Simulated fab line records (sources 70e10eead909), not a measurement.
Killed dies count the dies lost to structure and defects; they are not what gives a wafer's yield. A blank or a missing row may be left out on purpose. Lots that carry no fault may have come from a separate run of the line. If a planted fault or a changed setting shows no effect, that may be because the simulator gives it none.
Chamber matching    flow nandHarc    NHARC_THIN_TSV_ETCH_15 on rieSi-02 has 4 sister chambers
The step target depth 3000 nm, bosch target overetch cycles 2, bosch etch step 2.8 s. 4 wafers are shown with their chamber, then 7 later ones without.

== WAFERS WITH THEIR CHAMBER ==
wafer   chamber  drypumpMotorCurrentA (A)
L902.2  3        6.6
L902.6  2        5.8
L899.4  0        5.6
L899.5  1        6.6

== WAFERS WHOSE CHAMBER IS MISSING ==
wafer   drypumpMotorCurrentA (A)
L899.6  5.8
L901.4  6.6
L901.5  6.6
L901.6  5.6
L911.3  5.7
L911.4  5.6
L911.6  5.6

== WHICH CHAMBER EACH WENT THROUGH ==
wafer   from the rows above      in truth
L899.6  2                        2
L901.4  can't be placed: 1 or 3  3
L901.5  can't be placed: 1 or 3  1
L901.6  0                        0
L911.3  can't be placed: 2 or 0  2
L911.4  0                        0
L911.6  0                        0
Correct placement for 4 of the 7. Can't be placed from these rows: 3 (the true chamber is among the candidates in 3). 0 placed wrongly.
How it was worked out, from the rows above alone: a wafer's distance from a chamber is the root of the sum, over the readings, of the square of ((its reading less the chamber's mean) divided by the reading's scatter). The wafer belongs to the nearest chamber; if the next one is less than 2 further off, it can't be placed. Each chamber's mean is taken over the wafers shown for it. The scatter: root of mean squared gap, hidden wafer to nearest shown wafer, with one shown wafer a chamber.
